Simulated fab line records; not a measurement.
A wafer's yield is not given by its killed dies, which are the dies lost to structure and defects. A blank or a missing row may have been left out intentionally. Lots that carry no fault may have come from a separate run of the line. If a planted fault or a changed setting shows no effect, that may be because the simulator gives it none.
Split-lot trial || flow n5Finfet || 39 wafers read across 7 lots, on a route 1938 steps long

## THE SPLIT
At N5_BEOL_M2_ALD_98 (deposits SiO2, target thk 2.5 nm, pulse time 1 s, co reactant pulse time 1 s), the setting aldCycles was moved away from the recipe's 17 on 12 of the 39 wafers read, by +23.5% to +52.9%. All remaining wafers had this setting at the recipe value.

The reading is taken at the split's own step.

## THE READING
SiO2_of_BEOL_M2_ALD_98.thkNm (the simulator's own value, which no gauge read), in nm, at N5_BEOL_M2_ALD_98 (deposits SiO2, target thk 2.5 nm, pulse time 1 s, co reactant pulse time 1 s). No usual value for it is given in the file. Average 2.5 nm, standard deviation 0.088 nm, over the 27 wafers here run with the recipe.

{"wafer": "L074.1", "tool, chamber at the split": "aldSin-03, 3,0,3", "aldCycles as run": 17, "against the recipe": "recipe", "SiO2_of_BEOL_M2_ALD_98.thkNm, nm": 2.4, "against lot-mates on the recipe": "-"}
{"wafer": "L074.4", "tool, chamber at the split": "aldSin-03, 3,0,3", "aldCycles as run": 17, "against the recipe": "recipe", "SiO2_of_BEOL_M2_ALD_98.thkNm, nm": 2.4, "against lot-mates on the recipe": "-"}
{"wafer": "L074.6", "tool, chamber at the split": "aldSin-03, 3,0,3", "aldCycles as run": 17, "against the recipe": "recipe", "SiO2_of_BEOL_M2_ALD_98.thkNm, nm": 2.4, "against lot-mates on the recipe": "-"}
{"wafer": "L076.1", "tool, chamber at the split": "aldSin-03, 0,1,2,0", "aldCycles as run": 17, "against the recipe": "recipe", "SiO2_of_BEOL_M2_ALD_98.thkNm, nm": 2.6, "against lot-mates on the recipe": "-"}
{"wafer": "L076.2", "tool, chamber at the split": "aldSin-03, 0,1,2,0", "aldCycles as run": 17, "against the recipe": "recipe", "SiO2_of_BEOL_M2_ALD_98.thkNm, nm": 2.6, "against lot-mates on the recipe": "-"}
{"wafer": "L076.4", "tool, chamber at the split": "aldSin-03, 0,1,2,0", "aldCycles as run": 17, "against the recipe": "recipe", "SiO2_of_BEOL_M2_ALD_98.thkNm, nm": 2.6, "against lot-mates on the recipe": "-"}
{"wafer": "L076.5", "tool, chamber at the split": "aldSin-03, 0,1,2,0", "aldCycles as run": 17, "against the recipe": "recipe", "SiO2_of_BEOL_M2_ALD_98.thkNm, nm": 2.6, "against lot-mates on the recipe": "-"}
{"wafer": "L076.3", "tool, chamber at the split": "aldSin-03, 3", "aldCycles as run": 17, "against the recipe": "recipe", "SiO2_of_BEOL_M2_ALD_98.thkNm, nm": 2.4, "against lot-mates on the recipe": "-"}
{"wafer": "L076.6", "tool, chamber at the split": "aldSin-03, 3", "aldCycles as run": 17, "against the recipe": "recipe", "SiO2_of_BEOL_M2_ALD_98.thkNm, nm": 2.4, "against lot-mates on the recipe": "-"}
{"wafer": "L077.1", "tool, chamber at the split": "aldSin-03, 1,0,3", "aldCycles as run": 26, "against the recipe": "+52.9%", "SiO2_of_BEOL_M2_ALD_98.thkNm, nm": 3.8, "against lot-mates on the recipe": "+1.3"}
{"wafer": "L077.5", "tool, chamber at the split": "aldSin-03, 1,0,3", "aldCycles as run": 26, "against the recipe": "+52.9%", "SiO2_of_BEOL_M2_ALD_98.thkNm, nm": 3.8, "against lot-mates on the recipe": "+1.3"}
{"wafer": "L077.6", "tool, chamber at the split": "aldSin-03, 1,0,3", "aldCycles as run": 26, "against the recipe": "+52.9%", "SiO2_of_BEOL_M2_ALD_98.thkNm, nm": 3.8, "against lot-mates on the recipe": "+1.3"}
{"wafer": "L077.2", "tool, chamber at the split": "aldSin-03, 3,0", "aldCycles as run": 17, "against the recipe": "recipe", "SiO2_of_BEOL_M2_ALD_98.thkNm, nm": 2.4, "against lot-mates on the recipe": "-"}
{"wafer": "L077.4", "tool, chamber at the split": "aldSin-03, 3,0", "aldCycles as run": 17, "against the recipe": "recipe", "SiO2_of_BEOL_M2_ALD_98.thkNm, nm": 2.4, "against lot-mates on the recipe": "-"}
{"wafer": "L077.3", "tool, chamber at the split": "aldSin-03, 2", "aldCycles as run": 17, "against the recipe": "recipe", "SiO2_of_BEOL_M2_ALD_98.thkNm, nm": 2.6, "against lot-mates on the recipe": "-"}
{"wafer": "L091.1", "tool, chamber at the split": "aldSin-01, 0", "aldCycles as run": 17, "against the recipe": "recipe", "SiO2_of_BEOL_M2_ALD_98.thkNm, nm": 2.6, "against lot-mates on the recipe": "-"}
{"wafer": "L091.2", "tool, chamber at the split": "aldSin-01, 3,1,3", "aldCycles as run": 26, "against the recipe": "+52.9%", "SiO2_of_BEOL_M2_ALD_98.thkNm, nm": 3.8, "against lot-mates on the recipe": "+1.3"}
{"wafer": "L091.4", "tool, chamber at the split": "aldSin-01, 3,1,3", "aldCycles as run": 26, "against the recipe": "+52.9%", "SiO2_of_BEOL_M2_ALD_98.thkNm, nm": 3.8, "against lot-mates on the recipe": "+1.3"}
{"wafer": "L091.5", "tool, chamber at the split": "aldSin-01, 3,1,3", "aldCycles as run": 26, "against the recipe": "+52.9%", "SiO2_of_BEOL_M2_ALD_98.thkNm, nm": 3.8, "against lot-mates on the recipe": "+1.3"}
{"wafer": "L091.3", "tool, chamber at the split": "aldSin-01, 2,0", "aldCycles as run": 17, "against the recipe": "recipe", "SiO2_of_BEOL_M2_ALD_98.thkNm, nm": 2.4, "against lot-mates on the recipe": "-"}
{"wafer": "L091.6", "tool, chamber at the split": "aldSin-01, 2,0", "aldCycles as run": 17, "against the recipe": "recipe", "SiO2_of_BEOL_M2_ALD_98.thkNm, nm": 2.4, "against lot-mates on the recipe": "-"}
{"wafer": "L092.1", "tool, chamber at the split": "aldSin-02, 2,3,1", "aldCycles as run": 21, "against the recipe": "+23.5%", "SiO2_of_BEOL_M2_ALD_98.thkNm, nm": 3, "against lot-mates on the recipe": "+0.6"}
{"wafer": "L092.3", "tool, chamber at the split": "aldSin-02, 2,3,1", "aldCycles as run": 21, "against the recipe": "+23.5%", "SiO2_of_BEOL_M2_ALD_98.thkNm, nm": 3, "against lot-mates on the recipe": "+0.6"}
{"wafer": "L092.4", "tool, chamber at the split": "aldSin-02, 2,3,1", "aldCycles as run": 21, "against the recipe": "+23.5%", "SiO2_of_BEOL_M2_ALD_98.thkNm, nm": 3, "against lot-mates on the recipe": "+0.6"}
{"wafer": "L092.2", "tool, chamber at the split": "aldSin-02, 0,3,2", "aldCycles as run": 17, "against the recipe": "recipe", "SiO2_of_BEOL_M2_ALD_98.thkNm, nm": 2.4, "against lot-mates on the recipe": "-"}
{"wafer": "L092.5", "tool, chamber at the split": "aldSin-02, 0,3,2", "aldCycles as run": 17, "against the recipe": "recipe", "SiO2_of_BEOL_M2_ALD_98.thkNm, nm": 2.4, "against lot-mates on the recipe": "-"}
{"wafer": "L092.6", "tool, chamber at the split": "aldSin-02, 0,3,2", "aldCycles as run": 17, "against the recipe": "recipe", "SiO2_of_BEOL_M2_ALD_98.thkNm, nm": 2.4, "against lot-mates on the recipe": "-"}
{"wafer": "L093.1", "tool, chamber at the split": "aldSin-03, 1,0,3", "aldCycles as run": 25, "against the recipe": "+47.1%", "SiO2_of_BEOL_M2_ALD_98.thkNm, nm": 3.6, "against lot-mates on the recipe": "+1.2"}
{"wafer": "L093.2", "tool, chamber at the split": "aldSin-03, 1,0,3", "aldCycles as run": 25, "against the recipe": "+47.1%", "SiO2_of_BEOL_M2_ALD_98.thkNm, nm": 3.6, "against lot-mates on the recipe": "+1.2"}
{"wafer": "L093.6", "tool, chamber at the split": "aldSin-03, 1,0,3", "aldCycles as run": 25, "against the recipe": "+47.1%", "SiO2_of_BEOL_M2_ALD_98.thkNm, nm": 3.6, "against lot-mates on the recipe": "+1.2"}
{"wafer": "L093.3", "tool, chamber at the split": "aldSin-03, 2,3,2", "aldCycles as run": 17, "against the recipe": "recipe", "SiO2_of_BEOL_M2_ALD_98.thkNm, nm": 2.4, "against lot-mates on the recipe": "-"}
{"wafer": "L093.4", "tool, chamber at the split": "aldSin-03, 2,3,2", "aldCycles as run": 17, "against the recipe": "recipe", "SiO2_of_BEOL_M2_ALD_98.thkNm, nm": 2.4, "against lot-mates on the recipe": "-"}
{"wafer": "L093.5", "tool, chamber at the split": "aldSin-03, 2,3,2", "aldCycles as run": 17, "against the recipe": "recipe", "SiO2_of_BEOL_M2_ALD_98.thkNm, nm": 2.4, "against lot-mates on the recipe": "-"}
{"wafer": "L095.1", "tool, chamber at the split": "aldSin-03, 0,3,1,2,1", "aldCycles as run": 17, "against the recipe": "recipe", "SiO2_of_BEOL_M2_ALD_98.thkNm, nm": 2.4, "against lot-mates on the recipe": "-"}
{"wafer": "L095.2", "tool, chamber at the split": "aldSin-03, 0,3,1,2,1", "aldCycles as run": 17, "against the recipe": "recipe", "SiO2_of_BEOL_M2_ALD_98.thkNm, nm": 2.4, "against lot-mates on the recipe": "-"}
{"wafer": "L095.3", "tool, chamber at the split": "aldSin-03, 0,3,1,2,1", "aldCycles as run": 17, "against the recipe": "recipe", "SiO2_of_BEOL_M2_ALD_98.thkNm, nm": 2.4, "against lot-mates on the recipe": "-"}
{"wafer": "L095.4", "tool, chamber at the split": "aldSin-03, 0,3,1,2,1", "aldCycles as run": 17, "against the recipe": "recipe", "SiO2_of_BEOL_M2_ALD_98.thkNm, nm": 2.4, "against lot-mates on the recipe": "-"}
{"wafer": "L095.5", "tool, chamber at the split": "aldSin-03, 0,3,1,2,1", "aldCycles as run": 17, "against the recipe": "recipe", "SiO2_of_BEOL_M2_ALD_98.thkNm, nm": 2.4, "against lot-mates on the recipe": "-"}
{"wafer": "L095.6", "tool, chamber at the split": "aldSin-03, 2", "aldCycles as run": 17, "against the recipe": "recipe", "SiO2_of_BEOL_M2_ALD_98.thkNm, nm": 2.6, "against lot-mates on the recipe": "-"}
If several chambers appear in one row, that row covers several wafers at once and the file leaves open which wafer was in which chamber.

THE FIT
A straight line over all 39 wafers: SiO2_of_BEOL_M2_ALD_98.thkNm changes by +0.0251 nm for each +1% of aldCycles; r = +0.99; the points scatter about the line by 0.077 nm.
The same after taking each lot's own level away (the mean of its wafers on the recipe; 39 wafers): +0.0253 nm for each +1%; r = +0.99; scatter 0.062 nm.
Per that fit: largest aldCycles move, reading shift of 1.3 nm.
The span of the lots' own levels, 2.40 to 2.53 nm, comes to 1.5 times the standard deviation stated above.
The two slopes are in agreement: the lot-to-lot level therefore moves the slope only a little.
Check: +1.34 nm against its lot-mates is what the line predicts for one of the wafers moved furthest among these (+52.9%) when that wafer is left out of the fit. It came out at +1.33 nm against them.

## ADDITIONAL SPLITS CARRIED BY THESE WAFERS
These wafers also went through other splits before the reading. Each is held against what the fit with the lots' levels taken away leaves over:
{"other split on the same wafers": "N5_BEOL_M1_TRENCH_ETCH_37 timeS", "wafers away from the commonest value": 18, "r with SiO2_of_BEOL_M2_ALD_98.thkNm (lot level and that fit taken away)": "+0.15"}

## FILE'S OWN FIT
SiO2_of_BEOL_M2_ALD_98.thkNm changes by +0.0253 nm for each +1% of aldCycles, r = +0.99.
